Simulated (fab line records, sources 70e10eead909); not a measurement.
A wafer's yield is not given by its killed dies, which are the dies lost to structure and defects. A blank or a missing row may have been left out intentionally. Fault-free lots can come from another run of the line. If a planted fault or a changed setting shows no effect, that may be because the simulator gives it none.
fab line records	flow nandHarc
record: lots: 11	wafers: 33	lastDay: 33
route steps=1302 shown P_GATE@144 END@1302
lots untouched by any fault: they come from a run of this same line in which no faults occurred
startH: hours from the record's opening day to when the first of the lot's shown wafers began	waitH: hours since the lot's step before	" as in the row above	L1.1+2: one row covering several wafers at once	- no value, or no start given	* or withheld: withheld	< > ~ a bound
route shown NAME@n: a module of which the file shows steps, and the number in the route of the first	usual: mean and standard deviation over wafers with no fault	same: alike in all rows	chamber/n: place in a boat	sites: per-site readings	_std_site: their standard deviation	_edge_site: outer sites' mean less inner sites'	radiusMm: for every site, how far away it sits from the centre of the wafer	mask NAME#n: copy n	behind: the most recent tool/chamber to have shaped the wafer	hold: why the lot went on hold/how many hours it stayed there/how the hold came to an end	device: transistor that didn't switch, given as n, p or np	end of line: tests of these same wafers at the route's end	step lacking rows: just its recipe	killed: at the first sort, the dies lost to defects and structure; wafer yield is something else	map: shows each die of a wafer: x if killed, . if not, _ if none is there
set.NAME: the setting as run; set.NAME@STEP: as run at that earlier step	model.NAME: the simulator's own value behind a step, which no gauge read
steps of the route over a sample of lots; a table a step, a row a wafer
services: a tool's chamber out of use, with start hour (startH, from the record's first day; less than 0 if before it), hours out, and reason
== steps ==
step: NHARC_P_GATE_DESCUM_31
recipe: timeS: 3	o2FlowSccm: 200	arFlowSccm: 0	biasPowerW: 0	chemistry: O2
usual: chamberPressureMTorr: 60.00/0.056	drypumpMotorCurrentA: 5.9/0.46	oesProductAu: 1.000/0.012	rfVppV: 57.7/0.92	showerheadPlenumPTorr: 1.90/0.084	throttleValvePct: 11.312/0.0087
lot.wafer	tool	chamber	startH	waitH	chamberPressureMTorr	drypumpMotorCurrentA	oesProductAu	rfHoursCounterH	rfVppV	showerheadPlenumPTorr	throttleValvePct
L366.1	rieDiel-05	3	107.56	0.1	59.96	6.4	0.992	2.0	58.3	1.86	11.311
L366.4	"	0	"	"	60.06	6.5	1.016	2.4	56.9	1.84	11.291
L366.6	"	1	"	"	59.99	5.2	0.995	-	58.7	2.01	11.318
L367.1	rieDiel-05	1	108.17	0.1	59.95	5.2	0.998	2.0	58.2	2.01	11.312
L367.2	"	2	"	"	60.02	5.8	0.987	1.6	57.9	1.98	11.304
L367.5	"	0	"	"	60.00	6.5	1.011	-	58.4	1.84	11.321
L370.2	rieDiel-09	2	137.77	0.1	59.99	5.8	1.006	8.8	57.5	1.82	11.305
L370.6	"	1	"	"	59.99	6.3	1.021	-	57.9	1.98	11.303
L370.5	"	2	"	"	60.01	5.8	1.022	-	56.5	1.82	11.322
L371.1	rieDiel-09	1	152.44	0.1	60.00	6.3	1.014	0	58.1	1.98	11.318
L371.5	"	2	"	"	59.98	5.8	0.990	-	57.9	1.82	11.329
L371.6	"	3	"	"	60.02	6.2	1.008	-	57.6	1.78	11.321
L372.3	rieDiel-09	1	166.19	0.1	59.98	6.3	1.005	1.6	58.3	1.98	11.326
L372.4	"	3	"	"	60.00	6.1	1.012	1.3	57.5	1.78	11.316
L372.6	"	1	"	"	60.00	6.4	1.018	-	58.1	1.98	11.290
L376.4	rieDiel-13	3	206.06	0.1	60.00	5.6	0.993	-	56.8	1.85	11.301
L376.3	"	2	"	"	60.01	6.3	1.009	-	58.6	2.02	11.322
L376.5	"	3	"	"	59.94	5.6	1.000	-	59.6	1.85	11.299
L377.4	rieDiel-05	2	212.51	0.1	60.00	5.8	0.994	9.4	57.1	1.98	11.316
L377.2	"	3	"	"	60.00	6.4	0.999	9.2	59.4	1.85	11.317
L377.6	"	1	"	"	59.88	5.2	1.020	-	59.2	2.01	11.316
L379.3	rieDiel-13	1	239.79	0.1	60.10	5.4	1.015	2.7	58.0	1.96	11.287
L379.4	"	2	"	"	59.96	6.3	1.005	3.5	57.4	2.02	11.306
L379.1	"	3	"	"	60.09	5.6	0.992	3.2	57.7	1.85	11.301
L380.1	rieDiel-13	0	240.44	0.1	59.96	4.7	0.989	2.4	57.4	1.95	11.311
L380.3	"	2	"	"	59.99	6.3	0.999	3.6	59.4	2.02	11.309
L380.4	"	3	"	"	59.93	5.6	0.980	3.2	56.2	1.85	11.320
L381.1	rieDiel-09	1	242.41	0.1	59.96	6.4	0.996	6.1	57.9	1.98	11.313
L381.3	"	2	"	"	60.01	5.8	1.001	6.2	58.2	1.82	11.298
L381.4	"	0	"	"	59.92	5.8	0.991	6.0	56.4	1.82	11.311
L389.1	rieDiel-05	0	323.26	0.1	60.02	6.6	0.979	4.2	56.3	1.83	11.318
L389.3	"	1	"	"	59.95	5.2	0.975	4.0	58.4	2.01	11.309
L389.6	"	3	"	"	59.91	6.4	1.004	-	58.6	1.85	11.313
step: NHARC_P_GATE_EXPOSE_56
recipe: na: 0.6	targetCdNm: 720	doseMj: 14.81	maskId: P_PSD
usual: reticleTempC: 23.01/0.11
lot.wafer	tool	chamber	startH	waitH	mask	reticleTempC
L366.1	krfScanner-02	0	120.81	-	P_PSD#0	22.99
L366.4	"	0	"	"	P_PSD#0	23.14
L366.6	"	0	"	"	P_PSD#0	22.97
L367.1	krfScanner-01	0	121.55	-	P_PSD#0	22.99
L367.2	"	0	"	"	P_PSD#0	23.02
L367.5	"	0	"	"	P_PSD#0	22.96
L370.2	krfScanner-02	0	151.01	-	P_PSD#0	23.12
L370.5	"	0	"	"	P_PSD#0	23.08
L370.6	"	0	"	"	P_PSD#0	23.05
L371.1	krfScanner-01	0	166.00	-	P_PSD#0	22.88
L371.5	"	0	"	"	P_PSD#0	22.93
L371.6	"	0	"	"	P_PSD#0	22.88
L372.3	krfScanner-04	0	181.78	-	P_PSD#0	23.02
L372.4	"	0	"	"	P_PSD#0	23.20
L372.6	"	0	"	"	P_PSD#0	23.03
L376.3	krfScanner-04	0	219.66	-	P_PSD#0	23.10
L376.4	"	0	"	"	P_PSD#0	23.04
L376.5	"	0	"	"	P_PSD#0	22.87
L377.2	krfScanner-02	0	226.19	-	P_PSD#0	23.23
L377.4	"	0	"	"	P_PSD#0	23.04
L377.6	"	0	"	"	P_PSD#0	23.07
L379.1	krfScanner-04	0	252.84	-	P_PSD#0	22.94
L379.3	"	0	"	"	P_PSD#0	23.02
L379.4	"	0	"	"	P_PSD#0	22.84
L380.1	krfScanner-04	0	253.71	-	P_HVN#0	22.97
L380.3	"	0	"	"	P_HVN#0	23.23
L380.4	"	0	"	"	P_HVN#0	22.93
L381.1	krfScanner-02	0	258.19	-	P_PSD#0	22.93
L381.3	"	0	"	"	P_PSD#0	23.02
L381.4	"	0	"	"	P_PSD#0	22.84
L389.1	krfScanner-02	0	336.55	-	P_PSD#0	22.84
L389.3	"	0	"	"	P_PSD#0	22.99
L389.6	"	0	"	"	P_PSD#0	23.00
step: NHARC_P_GATE_CD_MEAS_59
recipe: targetCdNm: 720	landingEnergyEv: 500
usual: cdNm: 720.3/2.3
lot.wafer	tool	chamber	startH	waitH	cdNm
L366.1	cdSem-02	0	120.97	-	717.7
L366.4	"	0	"	"	719.0
L366.6	"	0	"	"	721.9
L367.1	cdSem-01	0	121.70	-	718.7
L367.2	"	0	"	"	724.1
L367.5	"	0	"	"	719.6
L370.2	cdSem-02	0	151.17	-	719.2
L370.5	"	0	"	"	722.0
L370.6	"	0	"	"	720.9
L371.1	cdSem-03	0	166.16	-	721.9
L371.5	"	0	"	"	723.5
L371.6	"	0	"	"	717.4
L372.3	cdSem-02	0	181.93	-	715.4
L372.4	"	0	"	"	716.6
L372.6	"	0	"	"	720.6
L376.3	cdSem-01	0	219.81	-	719.3
L376.4	"	0	"	"	717.2
L376.5	"	0	"	"	718.9
L377.2	cdSem-01	0	226.34	-	717.7
L377.4	"	0	"	"	723.1
L377.6	"	0	"	"	720.6
L379.1	cdSem-01	0	253.00	-	715.4
L379.3	"	0	"	"	715.8
L379.4	"	0	"	"	720.1
L380.1	cdSem-01	0	253.86	-	-
L380.3	"	0	"	"	-
L380.4	"	0	"	"	-
L381.1	cdSem-02	0	258.35	-	721.0
L381.3	"	0	"	"	719.2
L381.4	"	0	"	"	719.3
L389.1	cdSem-03	0	336.71	-	717.1
L389.3	"	0	"	"	718.8
L389.6	"	0	"	"	716.6
step: NHARC_P_GATE_DESCUM_93
recipe: timeS: 3	o2FlowSccm: 200	arFlowSccm: 0	biasPowerW: 0	chemistry: O2
usual: chamberPressureMTorr: 59.99/0.047	drypumpMotorCurrentA: 5.9/0.48	oesProductAu: 0.999/0.011	rfVppV: 57.8/0.88	showerheadPlenumPTorr: 1.90/0.082	throttleValvePct: 11.312/0.0085
lot.wafer	tool	chamber	startH	waitH	chamberPressureMTorr	drypumpMotorCurrentA	oesProductAu	rfHoursCounterH	rfVppV	showerheadPlenumPTorr	throttleValvePct
L366.4	rieDiel-09	1	122.72	-	60.06	6.3	1.017	9	56.9	1.98	11.313
L366.1	"	2	"	"	59.84	5.8	1.015	8	57.4	1.82	11.319
L366.6	"	1	"	"	59.99	6.3	1.017	-	58.2	1.98	11.319
L367.2	rieDiel-05	3	123.61	-	59.98	6.4	1.008	4	58.9	1.85	11.313
L367.1	"	0	"	"	59.99	6.5	1.008	4	57.1	1.84	11.293
L367.5	"	1	"	"	60.00	5.2	1.004	-	57.9	2.01	11.313
L370.2	rieDiel-09	1	153.06	-	60.07	6.3	1.015	0	57.1	1.98	11.314
L370.5	"	0	"	"	60.02	5.9	0.994	-	56.5	1.82	11.317
L370.6	"	1	"	"	60.02	6.3	1.021	-	57.0	1.98	11.303
L371.1	rieDiel-05	3	168.03	-	60.03	6.4	1.007	6	57.4	1.85	11.307
L371.6	"	3	"	"	59.87	6.4	1.012	-	57.7	1.85	11.330
L371.5	"	0	"	"	60.04	6.6	1.012	-	58.0	1.83	11.301
L372.3	rieDiel-09	1	183.80	-	59.92	6.3	1.007	2	56.9	1.98	11.312
L372.4	"	2	"	"	60.00	5.8	0.987	3	57.3	1.82	11.328
L372.6	"	1	"	"	59.98	6.3	1.008	-	59.0	1.98	11.314
L376.3	rieDiel-13	1	221.55	-	60.01	5.4	1.005	1	57.3	1.97	11.312
L376.4	"	2	"	"	59.96	6.3	1.005	2	57.6	2.02	11.309
L376.5	"	1	"	"	60.00	5.4	0.998	-	57.9	1.97	11.305
L377.2	rieDiel-05	2	228.22	-	59.93	5.7	0.985	10	59.0	1.98	11.310
L377.4	"	0	"	"	59.98	6.6	0.995	10	58.5	1.83	11.302
L377.6	"	1	"	"	59.95	5.2	1.003	-	58.6	2.01	11.317
L379.1	rieDiel-09	3	254.89	-	59.95	6.2	1.017	6	57.8	1.78	11.322
L379.4	"	0	"	"	60.05	5.9	0.995	6	58.4	1.82	11.308
L379.3	"	2	"	"	59.99	5.8	1.007	6	57.6	1.82	11.318
L380.1	rieDiel-13	0	255.75	-	59.95	4.8	0.994	3	57.8	1.95	11.320
L380.3	"	1	"	"	60.00	5.4	1.008	4	58.3	1.96	11.316
L380.4	"	2	"	"	60.05	6.3	0.987	5	56.8	2.01	11.315
L381.1	rieDiel-09	0	260.10	-	59.89	5.9	0.999	6	58.4	1.82	11.305
L381.4	"	1	"	"	59.97	6.4	0.996	6	57.7	1.97	11.314
L381.3	"	2	"	"	59.93	5.8	1.002	6	56.1	1.82	11.307
L389.3	rieDiel-05	2	338.58	-	59.97	5.7	0.994	5	57.2	1.97	11.341
L389.1	"	0	"	"	59.98	6.5	0.991	5	57.7	1.83	11.317
L389.6	"	3	"	"	59.98	6.4	1.013	-	59.3	1.85	11.308
step: NHARC_P_GATE_STRIP_113
recipe: powerW: 1500	tempC: 110	timeS: 740	chemistry: N2/H2
usual: drypumpMotorCurrentA: 5.66/0.17	heaterPowerW: 83/6.5
lot.wafer	tool	chamber	startH	waitH	drypumpMotorCurrentA	heaterPowerW	rfHoursCounterH
L366.1	plasmaAsher-02	1	123.20	0.3	5.91	87	8
L366.4	"	0	"	"	5.47	81	-
L366.6	"	1	"	"	5.97	89	-
L367.1	plasmaAsher-01	1	123.96	0.2	5.60	92	26
L367.2	"	0	"	"	5.65	72	26
L367.5	"	0	"	"	5.64	72	-
L370.2	plasmaAsher-01	0	155.73	0.2	5.65	71	31
L370.5	"	0	"	"	5.64	73	-
L370.6	"	1	"	"	5.59	91	-
L371.1	plasmaAsher-02	0	168.44	0.2	5.47	80	17
L371.6	"	0	"	"	5.47	80	-
L371.5	"	1	"	"	5.98	92	-
L372.4	plasmaAsher-01	1	184.41	0.3	5.55	89	-
L372.3	"	0	"	"	5.64	75	-
L372.6	"	1	"	"	5.55	90	-
L376.3	plasmaAsher-02	1	222.16	0.4	5.95	88	-
L376.4	"	0	"	"	5.48	79	-
L376.5	"	1	"	"	5.98	89	-
L377.2	plasmaAsher-02	0	228.70	0.3	5.49	81	31
L377.4	"	0	"	"	5.48	79	-
L377.6	"	0	"	"	5.48	80	-
L379.1	plasmaAsher-01	1	255.26	0.2	5.60	89	19
L379.3	"	1	"	"	5.63	90	-
L379.4	"	0	"	"	5.65	75	-
L380.1	plasmaAsher-01	1	256.44	0.5	5.59	92	20
L380.3	"	0	"	"	5.64	76	-
L380.4	"	1	"	"	5.59	89	-
L381.1	plasmaAsher-01	0	260.46	0.2	5.65	75	22
L381.4	"	0	"	"	5.64	75	-
L381.3	"	1	"	"	5.58	91	-
L389.1	plasmaAsher-02	1	338.95	0.2	5.97	85	16
L389.3	"	1	"	"	5.95	87	-
L389.6	"	0	"	"	5.47	77	-
step: NHARC_END_SORT_01
recipe: tempC: 25
usual: killedAtArray: 47/18	killedAtOther: 0.9/1.1	killedAtPeriphery: 4/3.1	killedDies: 52/18	killedOpen: 3.1/1.5	killedShort: 2.4/1.5
same: grossDies: 677
lot.wafer	tool	chamber	startH	waitH	killedAtArray	killedAtOther	killedAtPeriphery	killedDies	killedOpen	killedShort
L380.1	prober-01	0	703.83	2.5	81	0	596	677	4	7
L380.3	prober-01	0	705.41	3.1	72	0	605	677	5	3
L380.4	prober-01	0	706.20	3.4	100	0	577	677	2	2
killed by level:class
L380.1 P_GATE:areaExpose=590 A_CHANNEL_HOLE_D1:chamberFilmFlake=32 A_SLIT:chamberFilmFlake=20 A_CHANNEL_HOLE_D2:chamberFilmFlake=11 A_STAIRCASE:chamberFilmFlake=6 P_GATE:chamberFilmFlake=3 A_WL_FILL:geometricParticle:short=2 A_BONDPAD:chamberFilmFlake=2
L380.3 P_GATE:areaExpose=596 A_SLIT:chamberFilmFlake=26 A_CHANNEL_HOLE_D1:chamberFilmFlake=16 A_CHANNEL_HOLE_D2:chamberFilmFlake=15 A_BONDPAD:chamberFilmFlake=5 A_STAIRCASE:chamberFilmFlake=3 P_STI:chamberFilmFlake=2 P_CONTACT:geometricParticle:short=1
L380.4 P_GATE:areaExpose=573 A_CHANNEL_HOLE_D1:chamberFilmFlake=41 A_SLIT:chamberFilmFlake=24 A_CHANNEL_HOLE_D2:chamberFilmFlake=14 A_CONTACT:chamberFilmFlake=5 A_STAIRCASE:chamberFilmFlake=4 A_ZERO_WELL:chamberFilmFlake=3 A_CHANNEL_FILL_D2:chamberFilmFlake=3
== services ==
tool	chamber	startH	hours	kind
krfScanner-02	-	93.51	0.5	repair
krfScanner-02	-	94.03	4.0	pm
rieDiel-13	3	95.20	3.8	repair
rieDiel-09	-	143.10	9.0	pm
rieDiel-05	-	161.51	0.4	repair
plasmaAsher-01	-	162.72	1.8	repair
rieDiel-13	-	165.00	9.0	pm
plasmaAsher-01	-	165.77	9.0	pm
krfScanner-02	-	180.19	1.5	repair
krfScanner-04	-	182.00	4.0	pm
rieDiel-13	0	198.11	16.3	repair
rieDiel-13	1	204.12	13.5	repair
plasmaAsher-02	-	210.15	3.4	repair
krfScanner-04	-	217.82	1.6	repair
krfScanner-02	-	223.04	0.8	repair
rieDiel-05	-	229.60	9.0	pm
krfScanner-02	-	231.48	0.8	repair
krfScanner-02	-	232.99	1.8	repair
plasmaAsher-02	-	249.00	9.0	pm
plasmaAsher-01	-	257.80	1.0	repair
krfScanner-02	-	266.03	4.0	pm
krfScanner-04	-	293.61	0.7	repair
rieDiel-09	-	320.10	9.0	pm
rieDiel-09	-	334.83	0.2	repair
== key ==
firstSign: step: NHARC_P_GATE_EXPOSE_56	reading: mask	direction: changed
effect: step: NHARC_P_GATE_CD_MEAS_59	reading: cdNm	direction: missing
effect: step: NHARC_END_SORT_01	reading: killedAtPeriphery	direction: up	sigmas: 99+	usual: 4	struck: 593
moreKillsBornAt: NHARC_P_GATE_EXPOSE_56@krfScanner-04: 1759
metAt NHARC_P_GATE_EXPOSE_56
struckLots L380
laterRowsLeftOut L380.1,L380.3,L380.4
testerLeftOut L380
notActingAt NHARC_P_GATE_DESCUM_31,NHARC_P_GATE_DESCUM_93,NHARC_P_GATE_STRIP_113
onsetBetween 252.84 253.71
fault: kind: wrongMask	tool: any	chamber: -	onsetH: 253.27	steps: NHARC_P_GATE_EXPOSE_56	auxCopy: P_HVN#0	scope: struckLotsOnly
testerLeftOut: of these lots the tester's yield and bins aren't shown, on N5 and GAA mostly nor the transistor test; their killed dies are dies lost to structure and defects alone, not to doping, threshold or leakage, so they don't give the yield
laterRowsLeftOut: the simulator's readings of these wafers behind a module that went badly wrong aren't trusted and aren't shown, but for the sort
